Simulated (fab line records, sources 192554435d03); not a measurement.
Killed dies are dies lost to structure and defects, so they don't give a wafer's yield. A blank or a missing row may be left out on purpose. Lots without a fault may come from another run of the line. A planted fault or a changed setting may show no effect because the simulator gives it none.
Split-lot experiment | flow n5_finfet | 7 lots, 21 wafers read, on a route of 1938 steps

THE SPLIT
At N5_BEOL_M5_TRENCH_ETCH_37 (etches SiCOH lowk in C4F6/O2, target depth 71.652 nm, time 24.7 s), the setting time_s was moved away from the recipe's 24.7 s on 5 of the 21 wafers read, by -20.5% to +15.7%. The other wafers ran this setting at the recipe's value.

FROM THE SPLIT TO THE READING: what the file shows between them, 14 steps
- N5_BEOL_M5_ETCH_41: etches SiCN in CH3F/O2, target depth 31.5 nm, time 56.7 s
- N5_BEOL_M5_STRIP_91: strips in N2/H2, time 10 s
- N5_BEOL_M5_OCD_MEAS_38
- N5_BEOL_M5_ALD_86: deposits TaN, pulse time 2 s, purge time 3 s, co reactant purge time 2 s (also split here: co_reactant_pulse_time_s)
- N5_BEOL_M5_SURFACE_TREAT_87
- N5_BEOL_M5_CVD_47: deposits Co from CCTBA/H2, target thk 3 nm, time 216 s
- N5_BEOL_M5_ECD_50: material Cu, target thk 300 nm
- N5_BEOL_M5_ANNEAL_51: time 90 s
- N5_BEOL_M5_CMP_52: polishes, stops on SiCOH lowk, t overpolish 6.9 s, target thk 62 nm
- N5_BEOL_M5_THK_MEAS_53: measures by xrf
- N5_BEOL_M5_PRE_CLEAN_77: time 15 s
- N5_BEOL_M5_CO_CAP_78: material Co, precursor CCTBA/H2, target thk 2 nm, time 102.1 s
- N5_BEOL_M5_PRE_CLEAN_55: time 15 s
- N5_BEOL_M5_DEP_56: deposits SiCN from 3MS/NH3, target thk 8 nm, time 14 s

THE READING
M5_RS, in ohm/sq, at N5_BEOL_M5_RS_MEAS_57 (measures by four-point-probe). Fault-free wafers of this fab line usually give 0.388 ohm/sq, standard deviation 0.011 ohm/sq.

wafer  | tool, chamber at the split | time_s as run, s | against the recipe | M5_RS, ohm/sq | against lot-mates on the recipe
L078.2 | rie_diel-02, 0             | 24.7             | recipe             | 0.391         | -
L078.3 | rie_diel-02, 3             | 24.7             | recipe             | 0.379         | -
L078.6 | rie_diel-02, 0             | 24.7             | recipe             | 0.380         | -
L079.1 | rie_diel-04, 2             | 24.7             | recipe             | 0.384         | -
L079.3 | rie_diel-04, 3             | 24.7             | recipe             | 0.389         | -
L079.4 | rie_diel-04, 1             | 24.7             | recipe             | 0.383         | -
L085.3 | rie_diel-03, 0             | 24.7             | recipe             | 0.387         | -
L085.4 | rie_diel-03, 1             | 24.7             | recipe             | 0.378         | -
L085.5 | rie_diel-03, 0             | 24.7             | recipe             | 0.382         | -
L084.3 | rie_diel-02, 3             | 28.57            | +15.7%             | 0.326         | -0.044
L084.4 | rie_diel-02, 1             | 24.7             | recipe             | 0.370         | -
L084.5 | rie_diel-02, 0             | 28.57            | +15.7%             | 0.312         | -0.058
L088.1 | rie_diel-02, 3             | 24.7             | recipe             | 0.401         | -
L088.3 | rie_diel-02, 0             | 24.7             | recipe             | 0.382         | -
L088.4 | rie_diel-02, 0             | 24.7             | recipe             | 0.393         | -
L091.2 | rie_diel-02, 1             | 22.89            | -7.3%              | 0.412         | +0.035
L091.3 | rie_diel-02, 3             | 22.89            | -7.3%              | 0.449         | +0.072
L091.6 | rie_diel-02, 1             | 24.7             | recipe             | 0.377         | -
L097.2 | rie_diel-03, 0             | 24.7             | recipe             | 0.379         | -
L097.3 | rie_diel-03, 2             | 19.64            | -20.5%             | 0.539         | +0.159
L097.5 | rie_diel-03, 2             | 24.7             | recipe             | 0.382         | -

THE FIT
A straight line over all 21 wafers: M5_RS changes by -0.00577 ohm/sq for each +1% of time_s; r = -0.95; the points scatter about the line by 0.014 ohm/sq.
The same after taking each lot's own level away (the mean of its wafers on the recipe; 21 wafers): -0.0055 ohm/sq for each +1%; r = -0.93; scatter 0.016 ohm/sq.
On that fit, the largest move of time_s shifts the reading by 0.11 ohm/sq.
The lots' own levels span 0.3700 to 0.3920 ohm/sq, that is 2.0 times the standard deviation above.
So the lot-to-lot level changes the slope little: the two slopes agree.
Check: with one of the wafers moved furthest among these (-20.5%) left out of the fit, the line predicts +0.0873 ohm/sq for it against its lot-mates. It came out at +0.159 ohm/sq against them.

OTHER SPLITS ON THESE WAFERS
These wafers also went through other splits before the reading. Each is held against what the fit with the lots' levels taken away leaves over:
other split on the same wafers             | wafers away from the commonest value | r with M5_RS (lot level and that fit taken away)
N5_BEOL_M5_ALD_86 co_reactant_pulse_time_s | 8                                    | +0.12

THE WHOLE CHAIN: every reading that the file lists as answering this split, in the file's order
step                      | what it does                                                        | reading                                                                      | change (the file's fit)               | r (the file's)
N5_BEOL_M5_TRENCH_ETCH_37 | etches SiCOH lowk in C4F6/O2, target depth 71.652 nm, time 24.7 s   | etch.depth_nm (the simulator's own value, which no gauge read)               | +0.707 nm for each +1% of the setting | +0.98
N5_BEOL_M5_TRENCH_ETCH_37 | etches SiCOH lowk in C4F6/O2, target depth 71.652 nm, time 24.7 s   | BEOL_M5.feature_depth_nm (the simulator's own value, which no gauge read)    | +0.706 nm for each +1% of the setting | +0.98
N5_BEOL_M5_OCD_MEAS_38    |                                                                     | trench_depth_nm                                                              | +0.707 nm for each +1% of the setting | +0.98
N5_BEOL_M5_CMP_52         | polishes, stops on SiCOH lowk, t overpolish 6.9 s, target thk 62 nm | Cu_of_BEOL_M5_ECD_50.thk_nm (the simulator's own value, which no gauge read) | +0.689 nm for each +1% of the setting | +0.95
N5_BEOL_M5_THK_MEAS_53    | measures by xrf                                                     | M5_THK                                                                       | +0.699 for each +1% of the setting    | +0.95
N5_BEOL_M5_RS_MEAS_57     | measures by four-point-probe                                        | M5_RS                                                                        | -0.00618 for each +1% of the setting  | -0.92

THE FILE'S OWN FIT
M5_RS changes by -0.00618 ohm/sq for each +1% of time_s, r = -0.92.
